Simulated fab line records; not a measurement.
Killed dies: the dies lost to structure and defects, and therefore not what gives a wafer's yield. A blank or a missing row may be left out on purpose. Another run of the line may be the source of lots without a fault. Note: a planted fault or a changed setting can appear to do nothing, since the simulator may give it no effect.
2 desks looking at one fault || flow n5_finfet || what lay behind the numbers comes last; until then each desk has only its own

== THE DEFECT DESK ==
Per lot, the means of the sampled wafers with a number show what the inspections along the route counted. Marked OUT: a lot whose mean sits more than 4 standard deviations from the usual mean, which makes it out of limits; the brackets give that distance.
Columns: A = raw_defect_count at N5_BEOL_M5_INSPECT_58, usual 67; B = raw_defect_count at N5_BEOL_M6_INSPECT_13, usual 390
{"lot": "L955", "first seen here": "day 9 23:38", "A": 73, "B": 449}
{"lot": "L956", "first seen here": "day 10 01:10", "A": "1088 (+49) OUT", "B": "1484 (+13) OUT"}
{"lot": "L957", "first seen here": "day 10 08:08", "A": "1052 (+47) OUT", "B": "1373 (+12) OUT"}
{"lot": "L960", "first seen here": "day 11 05:10", "A": "1083 (+48) OUT", "B": "1462 (+13) OUT"}
{"lot": "L963", "first seen here": "day 12 10:54", "A": 64, "B": 435}
{"lot": "L970", "first seen here": "day 14 09:37", "A": 68, "B": 322}
{"lot": "L971", "first seen here": "day 14 13:49", "A": 60, "B": 398}
{"lot": "L969", "first seen here": "day 14 17:49", "A": 97, "B": 430}
{"lot": "L973", "first seen here": "day 15 08:24", "A": 69, "B": 401}
{"lot": "L972", "first seen here": "day 15 09:07", "A": 56, "B": 332}
{"lot": "L974", "first seen here": "day 15 12:31", "A": 88, "B": 324}
This desk finds L956, L957, L960 out of limits, L956 being first, at day 10 01:10 (raw_defect_count at N5_BEOL_M5_INSPECT_58). L955, L963, L970, L971, L969, L973, L972, L974 stayed within limits.

== THE TOOL OWNER'S DESK: cvd_co-01 ==
The tool's own readings at N5_BEOL_M5_CO_CAP_78 (material Co, precursor CCTBA/H2, target thk 2 nm, time 102.1 s): means of the sampled wafers that have a number, for each lot that ran on this tool. Marked OUT: a lot whose mean sits more than 4 standard deviations from the usual mean, which makes it out of limits; the brackets give that distance.
Columns: A = heater_power_outer_w at N5_BEOL_M5_CO_CAP_78, usual 131 W; B = heater_power_w at N5_BEOL_M5_CO_CAP_78, usual 239 W
{"lot": "L955", "first seen here": "day 9 23:25", "A": 122, "B": 222}
{"lot": "L956", "first seen here": "day 10 00:57", "A": 123, "B": 219}
{"lot": "L957", "first seen here": "day 10 07:53", "A": 122, "B": 218}
{"lot": "L960", "first seen here": "day 11 04:49", "A": 122, "B": 221}
{"lot": "L973", "first seen here": "day 15 08:12", "A": 123, "B": 222}
{"lot": "L974", "first seen here": "day 15 12:17", "A": 124, "B": 221}
Result from this desk: across the 6 lots, nothing is out of limits.

== BROUGHT TOGETHER ==
The defect desk could have raised an alarm at day 10 01:10, on L956, L957, L960.
The desk of the tool owner found nothing out of limits.
On record at the tool owner's desk: L956, L957, L960, within its limits.
On cvd_co-01, each named lot ran N5_BEOL_M5_CO_CAP_78.

== WHAT WAS PUT IN BY THE SIMULATOR ==
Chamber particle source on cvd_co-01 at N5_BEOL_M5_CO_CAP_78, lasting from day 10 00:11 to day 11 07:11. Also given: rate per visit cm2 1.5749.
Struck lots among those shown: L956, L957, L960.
Hours from the fault's start to each desk's first reading out of limits: the defect desk, 1.
